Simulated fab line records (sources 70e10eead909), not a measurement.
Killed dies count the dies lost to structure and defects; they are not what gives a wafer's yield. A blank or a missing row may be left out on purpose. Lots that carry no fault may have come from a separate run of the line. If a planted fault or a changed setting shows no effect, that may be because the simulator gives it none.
Chamber matching / flow nand harc / pecvd-01 running NHARC_A_CONTACT_DEP_85: 3 sister chambers
The step deposits SiON, target thk 60 nm. 6 wafers are shown with their chamber, then 8 later ones without.

## WAFERS PAIRED WITH THEIR CHAMBERS
wafer=L077.4; chamber=0; showerhead vpp V (V)=1171; heater power w (W)=829
wafer=L082.3; chamber=2; showerhead vpp V (V)=1177; heater power w (W)=933
wafer=L082.5; chamber=2; showerhead vpp V (V)=1212; heater power w (W)=942
wafer=L087.5; chamber=0; showerhead vpp V (V)=1165; heater power w (W)=830
wafer=L087.6; chamber=1; showerhead vpp V (V)=1068; heater power w (W)=771
wafer=L089.1; chamber=1; showerhead vpp V (V)=1067; heater power w (W)=715

## WAFERS WHOSE CHAMBER IS MISSING
wafer=L089.5; showerhead vpp V (V)=1176; heater power w (W)=871
wafer=L089.6; showerhead vpp V (V)=1082; heater power w (W)=733
wafer=L092.1; showerhead vpp V (V)=1189; heater power w (W)=908
wafer=L092.3; showerhead vpp V (V)=1182; heater power w (W)=903
wafer=L092.5; showerhead vpp V (V)=1180; heater power w (W)=933
wafer=L096.2; showerhead vpp V (V)=1087; heater power w (W)=769
wafer=L096.4; showerhead vpp V (V)=1175; heater power w (W)=911
wafer=L096.6; showerhead vpp V (V)=1183; heater power w (W)=873

## WHICH CHAMBER EACH ONE RAN IN
wafer=L089.5; from the rows above=can't be placed: 0 or 2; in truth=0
wafer=L089.6; from the rows above=1; in truth=1
wafer=L092.1; from the rows above=2; in truth=2
wafer=L092.3; from the rows above=can't be placed: 2 or 0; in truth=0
wafer=L092.5; from the rows above=2; in truth=2
wafer=L096.2; from the rows above=1; in truth=1
wafer=L096.4; from the rows above=can't be placed: 2 or 0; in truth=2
wafer=L096.6; from the rows above=can't be placed: 0 or 2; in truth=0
Correctly placed: 4 of 8. Unplaceable from these rows: 4, with the true chamber sitting among the candidates in 4. Placed wrongly: 0.
How it was worked out, from the rows above alone: a wafer's distance from a chamber is the root of the sum, over the readings, of the square of ((its reading less the chamber's mean) divided by the reading's scatter). The wafer belongs to the nearest chamber; if the next one is less than 2 further off, it can't be placed. Each chamber's mean is taken over the wafers shown for it. The scatter: take each reading less its chamber's mean, square it, sum over the shown wafers, divide by the number of wafers less the number of chambers, and take the root.
